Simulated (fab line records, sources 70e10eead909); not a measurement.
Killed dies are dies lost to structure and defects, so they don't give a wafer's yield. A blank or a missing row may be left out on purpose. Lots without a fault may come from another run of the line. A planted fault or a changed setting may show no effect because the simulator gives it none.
Chamber matching | flow nand_harc | NHARC_A_STAIRCASE_DESCUM_443 on rie_diel-12: 4 sister chambers
The step chemistry O2, time 3 s. 4 wafers are shown with their chamber, then 11 later ones without.

WAFERS WITH THEIR CHAMBER
wafer  | chamber | drypump_motor_current_A (A)
L083.2 | 3       | 5.9
L083.5 | 1       | 5.0
L083.6 | 0       | 5.8
L086.1 | 2       | 5.8

WAFERS WITHOUT THEIR CHAMBER
wafer  | drypump_motor_current_A (A)
L086.3 | 6.0
L086.5 | 5.0
L093.2 | 5.0
L093.3 | 5.9
L093.6 | 5.7
L097.2 | 5.0
L097.3 | 5.7
L097.6 | 5.0
L097.1 | 5.8
L097.4 | 6.0
L097.5 | 5.7

WHICH CHAMBER EACH WENT THROUGH
wafer  | from the rows above          | in truth
L086.3 | can't be placed: 3 or 0 or 2 | 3
L086.5 | 1                            | 1
L093.2 | 1                            | 1
L093.3 | can't be placed: 3 or 0 or 2 | 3
L093.6 | can't be placed: 0 or 2 or 3 | 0
L097.2 | 1                            | 1
L097.3 | can't be placed: 0 or 2 or 3 | 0
L097.6 | 1                            | 1
L097.1 | can't be placed: 0 or 2 or 3 | 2
L097.4 | can't be placed: 3 or 0 or 2 | 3
L097.5 | can't be placed: 0 or 2 or 3 | 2
Placed correctly: 4 of 11. Can't be placed from these rows: 7 (the true chamber is among the candidates in 7). Placed wrongly: 0.
How it was worked out, from the rows above alone: a wafer's distance from a chamber is the root of the sum, over the readings, of the square of ((its reading less the chamber's mean) divided by the reading's scatter). The wafer belongs to the nearest chamber; if the next one is less than 2 further off, it can't be placed. A chamber's mean is the mean of its shown wafers. The scatter: with one shown wafer a chamber, the root of the mean of the squares of how far each hidden wafer lies from its nearest shown one.
